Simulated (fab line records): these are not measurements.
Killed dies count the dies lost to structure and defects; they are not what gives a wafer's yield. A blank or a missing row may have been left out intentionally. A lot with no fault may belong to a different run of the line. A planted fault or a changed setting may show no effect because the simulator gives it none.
Matching of chambers	flow n5-finfet	rie-diel-01 running N5_BEOL_M13_ETCH_67: 4 sister chambers
The step etches SiARC in CF4, target depth 143 nm, time 238.3 s. 7 wafers are shown with their chamber, then 7 later ones without.

== WAFERS, EACH WITH ITS CHAMBER ==
wafer	chamber	showerhead-plenum-p-Torr (Torr)	throttle-valve-pct (%)
L079.3	1	2.11	15.92
L086.2	0	2.02	15.78
L087.1	0	2.02	15.81
L087.3	3	2.20	15.94
L087.6	2	2.08	15.41
L089.1	3	2.20	15.95
L089.2	2	2.07	15.44

== WAFERS WITH NO CHAMBER GIVEN ==
wafer	showerhead-plenum-p-Torr (Torr)	throttle-valve-pct (%)
L089.4	2.10	15.45
L093.4	2.10	15.45
L093.5	2.07	15.44
L093.6	2.28	15.25
L097.1	2.19	15.48
L097.3	2.07	15.47
L097.5	2.19	15.48

== WHICH CHAMBER EACH WENT THROUGH ==
wafer	from the rows above	in truth
L089.4	2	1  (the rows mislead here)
L093.4	2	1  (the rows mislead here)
L093.5	2	2
L093.6	3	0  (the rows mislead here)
L097.1	3	3
L097.3	2	2
L097.5	3	3
Placed correctly: 4 of 7. Left unplaced by these rows: 0. Number placed wrongly: 3.
How it was worked out, from the rows above alone: a wafer's distance from a chamber is the root of the sum, over the readings, of the square of ((its reading less the chamber's mean) divided by the reading's scatter). The wafer belongs to the nearest chamber; if the next one is less than 2 further off, it can't be placed. For every chamber, the mean is computed from those of its wafers that are shown. The scatter: take each reading less its chamber's mean, square it, sum over the shown wafers, divide by the number of wafers less the number of chambers, and take the root.
